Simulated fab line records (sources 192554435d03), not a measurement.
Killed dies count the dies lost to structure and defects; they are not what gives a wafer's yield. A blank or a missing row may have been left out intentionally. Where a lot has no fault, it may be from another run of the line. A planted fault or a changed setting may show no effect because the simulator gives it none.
Comparing a struck lot with a sound one ; flow n5 finfet ; 44 out of 1938 route steps
Sound: wafers L249.3, L249.4, L249.5. Wafers L246.3, L246.4, L246.5 were the ones struck. The cause is given at the end.
Each step with rows lists, per side, the tool, then ch with its chambers, then its first start. Under that, the readings that differ: sound wafers ; struck wafers ; difference of the means ; sigmas: that difference in standard deviations of wafers without a fault.
alike: words and numbers the same on both sides, and readings whose means are apart by under 2 such deviations; not compared: readings that were withheld, readings missing a value for some wafer, numbers with overlapping values and no deviation given by the record, and bounds like >300 which may hide the same value.
Wherever a step has rows on one side only, a row that says differs or no value, or a row with sigmas, the two part there. When numbers do not overlap yet have no deviation, they are printed without sigmas and do not part them. A reading that every wafer of one side lacks parts them only if that side has two wafers or more.

first, 11 steps without rows for these wafers: N5_BEOL_M2_DESCUM_33 (chemistry O2, time 7 s); N5_BEOL_M2_ETCH_77 (etches underlayer in N2/H2, target depth 6.5 nm, time 5.2 s); N5_BEOL_M2_ETCH_69 (etches SiARC in CF4, target depth 15.6 nm, time 26 s); N5_BEOL_M2_ALD_98 (deposits SiO2, target thk 2.5 nm, pulse time 1 s, co reactant pulse time 1 s); N5_BEOL_M2_ETCHBACK_99 (etches SiO2 in CHF3, target depth 5 nm, time 10.4 s); N5_BEOL_M2_ETCH_70 (etches SOC in N2/H2, target depth 80 nm, overetch 24 nm, time 130 s); N5_BEOL_M2_STRIP_71 (strips in N2/H2); N5_BEOL_M2_STRIP_78 (strips in N2/H2); N5_BEOL_M2_VIA_ETCH_34 (etches the open film in C4F6/O2, target depth 69.4 nm, time 65.9 s); N5_BEOL_M2_STRIP_83 (strips in C4F6/O2); N5_BEOL_M2_STRIP_36 (strips in N2/H2).
N5_BEOL_M2_TRENCH_ETCH_37: etches SiOC in C4F6/O2, target depth 55.555 nm, time 29.2 s.
  sound on rie diel-02 ch 0,1, day 13 13:21; struck on rie diel-05 ch 0,3, day 13 17:40
reading;sound;struck;difference;sigmas
model.etch.depth nm (nm);55.1 55.28 55.26;72.4 72.74 73.74;+17.7;
model.BEOL_M2.feature depth nm (nm);55 55.2 55.2;72.4 72.8 73.8;+17.9;
model.TiN_of_BEOL_M2_HM_DEP_02.thk nm (nm);17.4 17.4 17.2;16.8 16.8 16.8;-0.5;
  alike: chamber pressure mTorr, drypump motor current A, oes product au, rf vpp V, showerhead plenum p Torr, throttle valve pct
  not compared: rf hours counter h
then, 2 steps without rows for these wafers: N5_BEOL_M2_ETCH_41 (etches SiCN in CH3F/O2, target depth 29.9 nm, time 52.5 s); N5_BEOL_M2_STRIP_97 (strips in N2/H2, time 10 s).
N5_BEOL_M2_OCD_MEAS_38:
  struck on ocd-01, day 13 17:49; sound on ocd-01, day 13 13:31
reading;sound;struck;difference;sigmas
trench depth nm (nm);54.6 55.3 55.6;72.4 72.8 73.6;+17.8;+27
then, 25 steps without rows for these wafers: N5_BEOL_M2_HM_STRIP_39 (strips TiN in peroxide tin strip, target depth 25 nm, time 158 s); N5_BEOL_M2_SRD_40 (time 30 s); N5_BEOL_M2_PRECLEAN_42 (cleans in residue remover, time 60 s); N5_BEOL_M2_SRD_43 (time 30 s); N5_BEOL_M2_DEGAS_44 (time 60 s); N5_BEOL_M2_PRE_CLEAN_45 (time 30 s); N5_BEOL_M2_ALD_84 (deposits TaN, pulse time 2 s, purge time 3 s, co reactant purge time 2 s); N5_BEOL_M2_SURFACE_TREAT_85; N5_BEOL_M2_CVD_47 (deposits Co from CCTBA/H2, target thk 3 nm, time 223.8 s); N5_BEOL_M2_SPUTTER_48 (material Cu, target thk 4.5 nm, time 8.29 s); N5_BEOL_M2_ANNEAL_49 (time 240 s); N5_BEOL_M2_SPUTTER_79 (material Cu, target thk 4.5 nm, time 8.29 s); N5_BEOL_M2_ANNEAL_80 (time 240 s); N5_BEOL_M2_SPUTTER_81 (material Cu, target thk 4.5 nm, time 8.29 s); N5_BEOL_M2_ANNEAL_82 (time 240 s); N5_BEOL_M2_SPUTTER_86 (material Cu, target thk 4.5 nm, time 8.29 s); N5_BEOL_M2_ANNEAL_87 (time 240 s); N5_BEOL_M2_SPUTTER_88 (material Cu, target thk 4.5 nm, time 8.29 s); N5_BEOL_M2_ANNEAL_89 (time 240 s); N5_BEOL_M2_SPUTTER_90 (material Cu, target thk 4.5 nm, time 8.29 s); N5_BEOL_M2_ANNEAL_91 (time 240 s); N5_BEOL_M2_SPUTTER_92 (material Cu, target thk 4.5 nm, time 8.29 s); N5_BEOL_M2_ANNEAL_93 (time 240 s); N5_BEOL_M2_SPUTTER_94 (material Cu, target thk 4.5 nm, time 8.29 s); N5_BEOL_M2_ANNEAL_95 (time 240 s).
N5_BEOL_M2_CMP_52: polishes, stops on SiOC, t overpolish 6.8 s, target thk 40 nm.
  sound on cmp-02 ch 0,1,3, day 13 17:03; struck on cmp-01 ch 0,1,3, day 13 21:45
reading;sound;struck;difference;sigmas
model.Cu_of_BEOL_M2_ECD_50.thk nm (nm);41.8 40.2 41.2;55.6 55.8 58;+15.4;
  alike: barrier field endpoint s, motor current A, overpolish run s, time to endpoint s
N5_BEOL_M2_THK_MEAS_53: measures by xrf.
  struck on film metro-01, day 13 22:01; sound on film metro-01, day 13 17:16
reading;sound;struck;difference;sigmas
M2_THK (nm);42.7 40.8 42.0;56.4 56.8 59.0;+15.6;+12
N5_BEOL_M2_RS_MEAS_58: the measuring method here is four-point-probe.
  struck on film metro-01, day 13 22:19; sound on film metro-02, day 13 17:35
reading;sound;struck;difference;sigmas
M2_RS (ohm/sq);0.631 0.665 0.642;0.443 0.440 0.420;-0.212;-8
-- here the record skips 2 days between the struck wafers' starts before and after, leaving off in module BEOL_M2 and picking up in module BEOL_M4 (first step shown: number 1111 of the route) --
N5_BEOL_M4_RC_MEAS_101:
  sound on prober-01 ch 0, day 15 12:01; struck on prober-01 ch 0, day 16 09:44
reading;sound;struck;difference;sigmas
SERP_M2 (ohm/um);199 200 198;134 119 127;-72;-6
SERP_M2_max_site (ohm/um);209 211 209;141 127 136;-75;-5
SS_N (mV/dec);70.8 70.9 70.8;72.0 72.0 71.7;+1.1;+2
SS_P (mV/dec);72.2 72.2 72.6;73.8 73.6 73.4;+1.3;+2
VT_N (mV);251.2 252.7 253.3;246.4 246.5 246.8;-5.8;-2
  alike: DIBL_N, DIBL_P, IOFF_N, IOFF_P, ION_N, ION_P, VT_P

## WHERE THEY PART
Last at N5_BEOL_M4_RC_MEAS_101 as far as this record goes, first at N5_BEOL_M2_OCD_MEAS_38.

WHY: what had been put in by the simulator
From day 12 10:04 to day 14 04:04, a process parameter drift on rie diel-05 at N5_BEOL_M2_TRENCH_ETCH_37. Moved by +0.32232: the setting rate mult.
